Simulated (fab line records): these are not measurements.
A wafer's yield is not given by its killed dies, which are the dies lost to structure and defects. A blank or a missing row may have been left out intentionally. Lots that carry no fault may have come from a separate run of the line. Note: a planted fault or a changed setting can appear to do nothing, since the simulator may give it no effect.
Split-lot trial :: flow n5Finfet :: 21 wafers read from 7 lots, route of 1938 steps

## THE SPLIT ITSELF
At N5_BEOL_M10_PEB_26 (peb time 60 s), the setting pebTimeS was moved away from the recipe's 60 s on 9 of the 21 wafers read, by -12.0% to +22.4%. All remaining wafers had this setting at the recipe value.

## FROM THE SPLIT ON TO THE READING: in between, the file shows 1 step
- N5_BEOL_M10_DEVELOP_27: develop time 30 s

## THE READING
At N5_BEOL_M10_CD_MEAS_28: cdNm in nanometres, against a target cd of 70 nm. On this fab line, fault-free wafers typically give 69.7 nm with a standard deviation of 0.71 nm.

wafer: L074.1
tool, chamber at the split: lithoTrack-02, 0
pebTimeS as run, s: 55.54
against the recipe: -7.4%
cdNm, nm: 66.7
against lot-mates on the recipe: -3.8

wafer: L074.2
tool, chamber at the split: lithoTrack-02, 0
pebTimeS as run, s: 55.54
against the recipe: -7.4%
cdNm, nm: 65.9
against lot-mates on the recipe: -4.6

wafer: L074.5
tool, chamber at the split: lithoTrack-02, 0
pebTimeS as run, s: 60
against the recipe: recipe
cdNm, nm: 70.5
against lot-mates on the recipe: -

wafer: L075.1
tool, chamber at the split: lithoTrack-02, 0
pebTimeS as run, s: 73.42
against the recipe: +22.4%
cdNm, nm: 78.9
against lot-mates on the recipe: +9.1

wafer: L075.2
tool, chamber at the split: lithoTrack-02, 0
pebTimeS as run, s: 60
against the recipe: recipe
cdNm, nm: 69.8
against lot-mates on the recipe: -

wafer: L075.3
tool, chamber at the split: lithoTrack-02, 0
pebTimeS as run, s: 73.42
against the recipe: +22.4%
cdNm, nm: 77.7
against lot-mates on the recipe: +7.9

wafer: L078.1
tool, chamber at the split: lithoTrack-02, 0
pebTimeS as run, s: 72.98
against the recipe: +21.6%
cdNm, nm: 78.4
against lot-mates on the recipe: +8.7

wafer: L078.4
tool, chamber at the split: lithoTrack-02, 0
pebTimeS as run, s: 60
against the recipe: recipe
cdNm, nm: 69.7
against lot-mates on the recipe: -

wafer: L078.5
tool, chamber at the split: lithoTrack-02, 0
pebTimeS as run, s: 60
against the recipe: recipe
cdNm, nm: 69.8
against lot-mates on the recipe: -

wafer: L083.3
tool, chamber at the split: lithoTrack-05, 0
pebTimeS as run, s: 69.39
against the recipe: +15.7%
cdNm, nm: 75.8
against lot-mates on the recipe: +6.7

wafer: L083.5
tool, chamber at the split: lithoTrack-05, 0
pebTimeS as run, s: 69.39
against the recipe: +15.7%
cdNm, nm: 76.0
against lot-mates on the recipe: +6.9

wafer: L083.6
tool, chamber at the split: lithoTrack-05, 0
pebTimeS as run, s: 60
against the recipe: recipe
cdNm, nm: 69.1
against lot-mates on the recipe: -

wafer: L096.2
tool, chamber at the split: lithoTrack-05, 0
pebTimeS as run, s: 60
against the recipe: recipe
cdNm, nm: 70.0
against lot-mates on the recipe: -

wafer: L096.3
tool, chamber at the split: lithoTrack-05, 0
pebTimeS as run, s: 52.77
against the recipe: -12.0%
cdNm, nm: 64.0
against lot-mates on the recipe: -6.0

wafer: L096.4
tool, chamber at the split: lithoTrack-05, 0
pebTimeS as run, s: 52.77
against the recipe: -12.0%
cdNm, nm: 63.0
against lot-mates on the recipe: -7.0

wafer: L094.1
tool, chamber at the split: lithoTrack-01, 0
pebTimeS as run, s: 60
against the recipe: recipe
cdNm, nm: 70.6
against lot-mates on the recipe: -

wafer: L094.2
tool, chamber at the split: lithoTrack-01, 0
pebTimeS as run, s: 60
against the recipe: recipe
cdNm, nm: 69.7
against lot-mates on the recipe: -

wafer: L094.3
tool, chamber at the split: lithoTrack-01, 0
pebTimeS as run, s: 60
against the recipe: recipe
cdNm, nm: 69.8
against lot-mates on the recipe: -

wafer: L097.3
tool, chamber at the split: lithoTrack-02, 0
pebTimeS as run, s: 60
against the recipe: recipe
cdNm, nm: 69.9
against lot-mates on the recipe: -

wafer: L097.4
tool, chamber at the split: lithoTrack-02, 0
pebTimeS as run, s: 60
against the recipe: recipe
cdNm, nm: 69.6
against lot-mates on the recipe: -

wafer: L097.5
tool, chamber at the split: lithoTrack-02, 0
pebTimeS as run, s: 60
against the recipe: recipe
cdNm, nm: 70.0
against lot-mates on the recipe: -

FIT RESULTS
A straight line over all 21 wafers: cdNm changes by +0.413 nm for each +1% of pebTimeS; r = +0.99; the points scatter about the line by 0.62 nm.
The same after taking each lot's own level away (the mean of its wafers on the recipe; 21 wafers): +0.432 nm for each +1%; r = +0.99; scatter 0.65 nm.
Per that fit: largest pebTimeS move, reading shift of 9.7 nm.
Measured against the standard deviation above, the lots' own levels, which go from 69.10 to 70.50 nm, span 2.0 times it.
The two slopes agree, so the slope changes little with the lot-to-lot level.
Check: +9.38 nm against its lot-mates is what the line predicts for one of the wafers moved furthest among these (+22.4%) when that wafer is left out of the fit. Against them it came out at +9.1 nm.

## THE OTHER SPLITS THESE WAFERS WENT THROUGH
Before the reading, these wafers also passed through other splits. Each is held against what the fit with the lots' levels taken away leaves over:
other split on the same wafers: N5_BEOL_M10_ETCH_62 timeS
wafers away from the commonest value: 10
r with cdNm (lot level and that fit taken away): -0.19

## FILE'S OWN FIT
cdNm changes by +0.42 nm for each +1% of pebTimeS, r = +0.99.
